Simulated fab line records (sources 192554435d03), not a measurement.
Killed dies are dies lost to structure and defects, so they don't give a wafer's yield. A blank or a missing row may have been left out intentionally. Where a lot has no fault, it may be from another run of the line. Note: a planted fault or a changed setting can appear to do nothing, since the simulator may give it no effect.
Which tool did it? | flow n5Finfet | 9 lots with 24 wafers sampled at 5 steps, on a route of 1938 steps

WHAT THE GAUGES READ, wafer by wafer
N5_BEOL_M4_RC_MEAS_101. Usual: DIBL_N 36.1 mV/V, standard deviation 1.5; DIBL_P 36.1 mV/V, standard deviation 1.9; IOFF_N 0.159 nA/um, standard deviation 0.029; IOFF_P 0.21 nA/um, standard deviation 0.038; ION_N 675 uA/um, standard deviation 11; ION_P 464 uA/um, standard deviation 8.1; SS_N 71.5 mV/dec, standard deviation 0.57; SS_P 73.3 mV/dec, standard deviation 0.64; VT_N 249 mV, standard deviation 3.1; VT_P -250 mV, standard deviation 3.8.
lot  | measured     | on        | DIBL_N (mV/V)  | DIBL_P (mV/V)  | IOFF_N (nA/um)    | IOFF_P (nA/um) | ION_N (uA/um) | ION_P (uA/um) | SS_N (mV/dec)  | SS_P (mV/dec)  | VT_N (mV)   | VT_P (mV)      | flag
L276 | day 7 14:54  | prober-01 | 37.0 35.4 37.2 | 37.6 34.6 38.3 | 0.149 0.118 0.144 | 0.21 0.17 0.22 | 664 654 664   | 462 457 461   | 71.6 71.8 71.6 | 73.3 72.9 73.2 | 249 255 252 | -251 -254 -251 | 
L278 | day 8 08:42  | prober-02 | 33.6 35.6 36.6 | 32.4 35.8 36.9 | 0.118 0.147 0.173 | 0.18 0.22 0.24 | 668 680 691   | 461 471 471   | 71.4 72.0 72.1 | 72.6 73.4 73.4 | 257 251 248 | -248 -249 -249 | 
L284 | day 10 03:05 | prober-02 | 37.8 37.4 36.2 | 38.2 37.0 36.6 | 0.171 0.156 0.140 | 0.24 0.21 0.21 | 679 670 657   | 470 456 465   | 72.0 71.8 71.6 | 74.1 73.5 73.0 | 250 254 249 | -249 -249 -250 | 
L285 | day 10 04:53 | prober-02 | 37.8 36.9      | 37.7 36.1      | 0.172 0.151       | 0.25 0.23      | 677 676       | 474 466       | 71.8 71.4      | 73.7 73.1      | 247 249     | -246 -247      | 
L287 | day 10 11:20 | prober-01 | 36.3 37.4      | 36.1 37.4      | 0.173 0.209       | 0.26 0.29      | 686 695       | 468 477       | 70.9 72.2      | 73.7 74.1      | 246 245     | -244 -241      | 
L288 | day 11 05:29 | prober-01 | 33.0 36.2 33.8 | 32.4 35.5 33.0 | 0.104 0.145 0.109 | 0.15 0.18 0.15 | 660 664 668   | 446 456 453   | 70.9 71.4 71.1 | 72.5 73.0 72.2 | 255 252 256 | -254 -253 -254 | 
L290 | day 11 09:25 | prober-02 | 36.8 36.2 37.0 | 35.6 35.5 36.4 | 0.172 0.175 0.184 | 0.18 0.20 0.19 | 677 692 686   | 454 470 452   | 71.0 70.5 71.6 | 73.2 73.2 74.3 | 248 247 245 | -253 -252 -254 | 
L294 | day 12 10:04 | prober-01 | 35.3 37.3      | 36.4 39.1      | 0.159 0.206       | 0.21 0.26      | 688 689       | 463 468       | 72.2 72.0      | 73.5 74.1      | 248 244     | -249 -247      | 
L299 | day 14 09:27 | prober-01 | 36.2 36.6 34.8 | 36.8 36.4 36.0 | 0.181 0.180 0.168 | 0.23 0.23 0.23 | 684 680 686   | 469 468 473   | 71.1 70.9 71.5 | 73.3 72.5 73.6 | 247 246 244 | -247 -248 -247 | 

EACH LOT AND THE TOOL THAT RAN IT (in order: tool; ch and the chambers of the sampled wafers; start)
lot  | N5_FIN_SAQP_ETCH_64            | N5_FIN_CUT_ETCH_30               | N5_FIN_CUT_CUT_ETCH_15         | N5_FIN_CUT_STRIP_22
L276 | rieSi-03 ch 0,1, day 2 04:10   | rieDiel-03 ch 0,2,3, day 2 05:11 | rieSi-01 ch 1,2,3, day 2 05:47 | rieDiel-04 ch 0,1,2, day 2 05:55
L278 | rieSi-02 ch 0,1,3, day 2 14:43 | rieDiel-03 ch 0,2,3, day 2 15:40 | rieSi-05 ch 0,1,3, day 2 16:16 | rieDiel-03 ch 0,2,3, day 2 16:23
L284 | rieSi-02 ch 2,3, day 4 03:41   | rieDiel-04 ch 0,1,2, day 4 04:25 | rieSi-01 ch 0,2,3, day 4 05:01 | rieDiel-05 ch 0,2,3, day 4 05:08
L285 | rieSi-03 ch 0,1, day 4 10:40   | rieDiel-05 ch 0,1, day 4 11:34   | rieSi-06 ch 1,3, day 4 13:04   | rieDiel-04 ch 0,1, day 4 13:12
L287 | rieSi-02 ch 1,2, day 4 23:55   | rieDiel-04 ch 0,3, day 5 00:46   | rieSi-01 ch 1,2, day 5 01:23   | rieDiel-04 ch 0,3, day 5 01:31
L288 | rieSi-02 ch 1,2,3, day 5 05:23 | rieDiel-03 ch 0,1,3, day 5 06:07 | rieSi-01 ch 0,1,2, day 5 06:43 | rieDiel-05 ch 0,1,3, day 5 06:50
L290 | rieSi-04 ch 0,1,2, day 5 16:40 | rieDiel-05 ch 0,1,3, day 5 17:32 | rieSi-01 ch 0,1, day 5 18:09   | rieDiel-04 ch 0,1,3, day 5 18:17
L294 | rieSi-04 ch 2,3, day 6 17:47   | rieDiel-04 ch 1,2, day 6 18:39   | rieSi-01 ch 1, day 6 19:14     | rieDiel-03 ch 2, day 6 19:22
L299 | rieSi-02 ch 0,3, day 7 20:24   | rieDiel-05 ch 1,2, day 7 21:08   | rieSi-05 ch 0,1, day 7 21:43   | rieDiel-03 ch 0,1, day 7 21:51
- N5_FIN_SAQP_ETCH_64: etches SiO2 in CF4, target depth 1.5 nm.
- N5_FIN_CUT_ETCH_30: etches underlayer in N2/H2, target depth 13 nm, time 10.4 s.
- N5_FIN_CUT_CUT_ETCH_15: etches Si in HBr/Cl2/O2, target depth 100 nm, bt time 10 s, time 42.4 s.
- N5_FIN_CUT_STRIP_22: strips in N2/H2.

AS READ BY THE TOOLS THEMSELVES (means over the sampled wafers that have a number; for cases with no such wafer, the mark the record gives instead)
N5_FIN_SAQP_ETCH_64. Usual: drypumpMotorCurrentA 5.7 A, standard deviation 0.42; oesProductAu 0.990 a.u., standard deviation 0.022; throttleValvePct 21.71 %, standard deviation 0.26.
lot  | tool     | drypumpMotorCurrentA (A) | oesProductAu (a.u.) | throttleValvePct (%) | flag
L276 | rieSi-03 | 5.8                      | 0.982               | 21.76                | 
L278 | rieSi-02 | 5.2                      | 0.985               | 21.89                | 
L284 | rieSi-02 | 5.6                      | 0.976               | 21.41                | 
L285 | rieSi-03 | 5.8                      | 0.981               | 21.74                | 
L287 | rieSi-02 | 5.5                      | 0.976               | 21.81                | 
L288 | rieSi-02 | 5.5                      | 0.975               | 21.71                | 
L290 | rieSi-04 | 5.7                      | 1.020               | 21.55                | 
L294 | rieSi-04 | 5.7                      | 1.010               | 21.55                | 
L299 | rieSi-02 | 5.2                      | 1.003               | 21.78                | 

N5_FIN_CUT_ETCH_30. Usual: for drypumpMotorCurrentA, 5.6 A with a standard deviation of 0.5; for etchRfOnTimeS, 10.38 s with a standard deviation of 0.26; for h2FlowSccm, 200.0 sccm with a standard deviation of 0.6; for oesProductAu, 0.65 a.u. with a standard deviation of 0.075; for rfVppV, 523.5 V with a standard deviation of 2.6; for showerheadPlenumPTorr, 2.52 Torr with a standard deviation of 0.084; for throttleValvePct, 17.8 % with a standard deviation of 0.35.
lot  | tool       | drypumpMotorCurrentA (A) | etchRfOnTimeS (s) | h2FlowSccm (sccm) | oesProductAu (a.u.) | rfVppV (V) | showerheadPlenumPTorr (Torr) | throttleValvePct (%) | flag
L276 | rieDiel-03 | 5.9                      | 10.39             | 200.1             | 0.64                | 525.5      | 2.56                         | 17.9                 | 
L278 | rieDiel-03 | 5.9                      | 10.31             | 199.3             | 0.64                | 524.0      | 2.56                         | 17.9                 | 
L284 | rieDiel-04 | 5.5                      | 10.19             | 200.3             | 0.63                | 521.5      | 2.46                         | 17.9                 | 
L285 | rieDiel-05 | 5.7                      | 10.71             | 200.9             | 0.71                | 522.6      | 2.50                         | 17.6                 | 
L287 | rieDiel-04 | 5.6                      | 10.20             | 199.9             | 0.67                | 522.2      | 2.44                         | 17.7                 | 
L288 | rieDiel-03 | 5.3                      | 10.43             | 199.9             | 0.66                | 525.4      | 2.57                         | 18.1                 | 
L290 | rieDiel-05 | 5.4                      | 10.49             | 200.2             | 0.67                | 522.3      | 2.50                         | 17.6                 | 
L294 | rieDiel-04 | 5.7                      | 10.29             | 199.9             | 0.62                | 521.5      | 2.48                         | 18.0                 | 
L299 | rieDiel-05 | 5.8                      | 10.70             | 199.5             | 0.59                | 522.2      | 2.48                         | 17.9                 | 

N5_FIN_CUT_CUT_ETCH_15. Usual: drypumpMotorCurrentA 5.9 A, standard deviation 0.43; oes_o_777_au 0.97 a.u., standard deviation 0.046; oesProductAu 0.999 a.u., standard deviation 0.015; throttleValvePct 37.1 %, standard deviation 0.37.
lot  | tool     | drypumpMotorCurrentA (A) | oes_o_777_au (a.u.) | oesProductAu (a.u.) | throttleValvePct (%) | flag
L276 | rieSi-01 | 5.5                      | 0.98                | 0.995               | 37.2                 | 
L278 | rieSi-05 | 5.8                      | 0.97                | 1.006               | 36.9                 | 
L284 | rieSi-01 | 6.0                      | 0.97                | 0.989               | 37.1                 | 
L285 | rieSi-06 | 5.7                      | 0.96                | 0.996               | 37.2                 | 
L287 | rieSi-01 | 5.3                      | 1.00                | 1.000               | 37.0                 | 
L288 | rieSi-01 | 5.8                      | 1.00                | 1.006               | 37.1                 | 
L290 | rieSi-01 | 6.3                      | 0.99                | 1.019               | 37.3                 | 
L294 | rieSi-01 | 5.2                      | 1.01                | 1.030               | 37.4                 | 
L299 | rieSi-05 | 5.9                      | 0.99                | 1.011               | 36.8                 | 

N5_FIN_CUT_STRIP_22. Usual: drypumpMotorCurrentA 5.6 A, standard deviation 0.52; h2FlowSccm 300.0 sccm, standard deviation 0.81; oesProductAu 0.75 a.u., standard deviation 0.082; rfVppV 53.9 V, standard deviation 2.3; showerheadPlenumPTorr 3.34 Torr, standard deviation 0.11; throttleValvePct 18.9 %, standard deviation 0.51.
lot  | tool       | drypumpMotorCurrentA (A) | h2FlowSccm (sccm) | oesProductAu (a.u.) | rfVppV (V) | showerheadPlenumPTorr (Torr) | throttleValvePct (%) | flag
L276 | rieDiel-04 | 5.5                      | 299.7             | 0.74                | 55.2       | 3.26                         | 19.1                 | 
L278 | rieDiel-03 | 5.9                      | 300.7             | 0.74                | 54.1       | 3.38                         | 19.1                 | 
L284 | rieDiel-05 | 5.4                      | 300.1             | 0.78                | 51.5       | 3.39                         | 18.2                 | 
L285 | rieDiel-04 | 5.0                      | 300.1             | 0.73                | 55.3       | 3.21                         | 18.9                 | 
L287 | rieDiel-04 | 5.6                      | 299.6             | 0.75                | 57.1       | 3.23                         | 18.7                 | 
L288 | rieDiel-05 | 5.4                      | 300.5             | 0.79                | 53.5       | 3.31                         | 18.6                 | 
L290 | rieDiel-04 | 5.4                      | 300.1             | 0.76                | 54.1       | 3.22                         | 18.8                 | 
L294 | rieDiel-03 | 6.6                      | 300.5             | 0.77                | 54.6       | 3.47                         | 18.6                 | 
L299 | rieDiel-03 | 5.2                      | 299.8             | 0.81                | 53.5       | 3.47                         | 19.4                 | 

THE ANSWER, worked out from the rows above alone
Rule: lot off if the mean of its wafers having a number is beyond 3 standard deviations from the usual mean. A lot without any number at a reading at which 4 lots or more have one is off too. All remaining lots with rows at the step are treated as sound. Order of review: gauges by route order, followed by the tools' own readings, for which a lot's mean as printed above is used. At the first step where some lot is off, the reading lying furthest off is the one used; lots without a number count as furthest.
No lot is off at any reading shown: from this, nothing can be told.

WHAT THE SIMULATOR HAD PUT IN
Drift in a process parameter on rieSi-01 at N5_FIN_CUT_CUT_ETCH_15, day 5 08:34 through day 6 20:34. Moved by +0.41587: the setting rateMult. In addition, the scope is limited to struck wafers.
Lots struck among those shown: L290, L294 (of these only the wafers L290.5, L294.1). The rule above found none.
